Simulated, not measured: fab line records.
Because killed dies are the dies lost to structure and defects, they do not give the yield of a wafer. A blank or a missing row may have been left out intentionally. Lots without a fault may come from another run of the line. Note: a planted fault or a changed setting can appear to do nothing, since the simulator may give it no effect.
Split-lot experiment    flow n5Finfet    on a route of 1938 steps: 7 lots, 21 wafers read

ABOUT THE SPLIT
At N5_BEOL_M9_ETCH_62 (etches SOC in N2/H2, target depth 110 nm, overetch 22 nm, time 165 s), the setting sourceW was moved away from the recipe's 840 W on 7 of the 21 wafers read, by -17.8% to +15.6%. The other wafers ran this setting at the recipe's value.

The reading comes from the split's own step.

THE READING
rfVppV, in V, at N5_BEOL_M9_ETCH_62 (etches SOC in N2/H2, target depth 110 nm, overetch 22 nm, time 165 s). A value of 523.6 V with a standard deviation of 2.5 V is what fault-free wafers of this fab line usually give.

wafer   tool, chamber at the split  sourceW as run, W  against the recipe  rfVppV, V  against lot-mates on the recipe
L076.2  rieDiel-03, 3               840                recipe              523.9      -
L076.3  rieDiel-03, 1               840                recipe              519.7      -
L076.4  rieDiel-03, 0               970.8              +15.6%              500.0      -21.8
L078.2  rieDiel-03, 1               761                -9.4%               538.3      +13.6
L078.3  rieDiel-03, 0               761                -9.4%               539.6      +14.9
L078.5  rieDiel-03, 3               840                recipe              524.7      -
L079.2  rieDiel-03, 1               903                +7.5%               508.3      -14.5
L079.3  rieDiel-03, 3               840                recipe              522.9      -
L079.5  rieDiel-03, 0               840                recipe              522.8      -
L080.4  rieDiel-05, 1               840                recipe              524.3      -
L080.5  rieDiel-05, 0               690.8              -17.8%              556.4      +32.1
L080.6  rieDiel-05, 3               690.8              -17.8%              562.5      +38.2
L093.1  rieDiel-06, 3               840                recipe              525.2      -
L093.3  rieDiel-06, 1               840                recipe              525.4      -
L093.6  rieDiel-06, 3               840                recipe              526.7      -
L094.3  rieDiel-03, 0               840                recipe              522.3      -
L094.4  rieDiel-03, 1               840                recipe              517.5      -
L094.5  rieDiel-03, 0               840                recipe              523.0      -
L095.2  rieDiel-05, 3               840                recipe              527.4      -
L095.3  rieDiel-05, 1               705.5              -16.0%              553.8      +29.5
L095.4  rieDiel-05, 0               840                recipe              521.3      -

FIT RESULTS
A straight line over all 21 wafers: rfVppV changes by -1.85 V for each +1% of sourceW; r = -0.98; the points scatter about the line by 3 V.
The same after taking each lot's own level away (the mean of its wafers on the recipe; 21 wafers): -1.77 V for each +1%; r = -0.98; scatter 2.7 V.
On that fit, the largest move of sourceW shifts the reading by 32 V.
The lots' own levels span 520.93 to 525.77 V, that is 1.9 times the standard deviation above.
The two slopes agree, so the slope changes little with the lot-to-lot level.
Check: +31.8 V against its lot-mates is what the line predicts for one of the wafers moved furthest among these (-17.8%) when that wafer is left out of the fit. It came out at +32.1 V against them.
Tool readings at the split's step, against how far the setting was moved: rfVppV r = -0.98.

ADDITIONAL SPLITS CARRIED BY THESE WAFERS
Note: prior to the reading, these wafers also went through further splits. Each is held against what the fit with the lots' levels taken away leaves over:
other split on the same wafers  wafers away from the commonest value  r with rfVppV (lot level and that fit taken away)
N5_BEOL_M6_COAT_22 spinRpm      6                                     +0.00
N5_BEOL_M7_EXPOSE_25 doseMj     6                                     -0.15
N5_BEOL_M8_DESCUM_33 timeS      6                                     +0.33
N5_BEOL_M9_COAT_05 spinRpm      8                                     +0.04

THE WHOLE CHAIN: every reading that the file lists as answering this split, in the file's order
step                what it does                                                          reading                                                                          change (the file's fit)                 r (the file's)
N5_BEOL_M9_ETCH_62  etches SOC in N2/H2, target depth 110 nm, overetch 22 nm, time 165 s  rfVppV                                                                           -1.75 V for each +1% of the setting     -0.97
N5_BEOL_M9_ETCH_62  etches SOC in N2/H2, target depth 110 nm, overetch 22 nm, time 165 s  SiARC_of_BEOL_M9_COAT_60.thkNm (the simulator's own value, which no gauge read)  -0.0345 nm for each +1% of the setting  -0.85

THE FILE'S OWN FIT
rfVppV changes by -1.75 V for each +1% of sourceW, r = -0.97.
